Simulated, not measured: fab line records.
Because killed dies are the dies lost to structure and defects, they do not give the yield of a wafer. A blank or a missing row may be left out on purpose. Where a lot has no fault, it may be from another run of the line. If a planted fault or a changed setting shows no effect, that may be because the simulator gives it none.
The tool behind it: which one? + flow n5_finfet + 15 lots, 45 wafers sampled, at 1 step of a route of 1938

## WHAT EACH GAUGE READ, for each wafer
N5_BEOL_M3_CD_MEAS_11: the cd target is 17.05 nm.
| lot  | measured     | on        | cd_nm (nm)        |
|------|--------------|-----------|-------------------|
| L344 | day 6 20:11  | cd_sem-03 | 17.13 17.00 16.95 |
| L345 | day 7 11:10  | cd_sem-03 | 16.97 17.40 17.00 |
| L346 | day 8 01:57  | cd_sem-01 | 17.12 16.83 17.50 |
| L348 | day 8 03:19  | cd_sem-03 | 16.99 17.09 17.04 |
| L349 | day 8 04:44  | cd_sem-01 | 17.17 16.81 16.56 |
| L350 | day 8 07:01  | cd_sem-03 | 17.25 16.97 17.10 |
| L354 | day 9 19:17  | cd_sem-03 | 16.68 17.10 16.93 |
| L353 | day 9 23:01  | cd_sem-03 | 17.50 17.28 17.29 |
| L352 | day 9 23:04  | cd_sem-01 | 17.10 16.80 17.35 |
| L356 | day 10 08:37 | cd_sem-03 | 16.99 17.35 17.12 |
| L360 | day 11 12:30 | cd_sem-01 | 16.92 16.53 16.53 |
| L361 | day 11 22:36 | cd_sem-01 | 16.83 16.93 17.18 |
| L363 | day 12 01:27 | cd_sem-03 | 17.19 16.80 16.96 |
| L364 | day 12 06:55 | cd_sem-01 | 17.06 17.46 17.36 |
| L367 | day 12 21:52 | cd_sem-03 | 17.27 17.05 16.70 |

## WHICH TOOL RAN EACH LOT (tool, then ch and the chambers of the sampled wafers, then the start)
Before these readings, the record contains no process step.

## WHAT THE TOOLS THEMSELVES READ (means of the sampled wafers that have a number; where no wafer has one, the mark that the record gives instead)
The record holds no such reading with a usual standard deviation.

## THE ANSWER, worked out from the rows above alone
Rule: the lots themselves supply what counts as usual. The widest of any qualifying gaps counts: lots, ordered by their means at a reading, are off when they make up no more than a third of the lots, leave a main group of 4 or more, and stand apart from it by 3 or more times the standard deviation of that group's means. A main group whose means are all the same, to the digits that the tables above print for the reading, isn't used. Also off: a lot with no number at a reading for which 4 or more lots have one. The other lots that the step has rows for count as sound. First the gauges in route order, then the tools' own readings, where a lot's mean is used as printed above. At the first step where some lot is off, the reading lying furthest off is the one used; lots without a number count as furthest.
No lot is off on any of the readings shown, so nothing can be concluded from this.

## WHAT HAD BEEN PUT IN BY THE SIMULATOR
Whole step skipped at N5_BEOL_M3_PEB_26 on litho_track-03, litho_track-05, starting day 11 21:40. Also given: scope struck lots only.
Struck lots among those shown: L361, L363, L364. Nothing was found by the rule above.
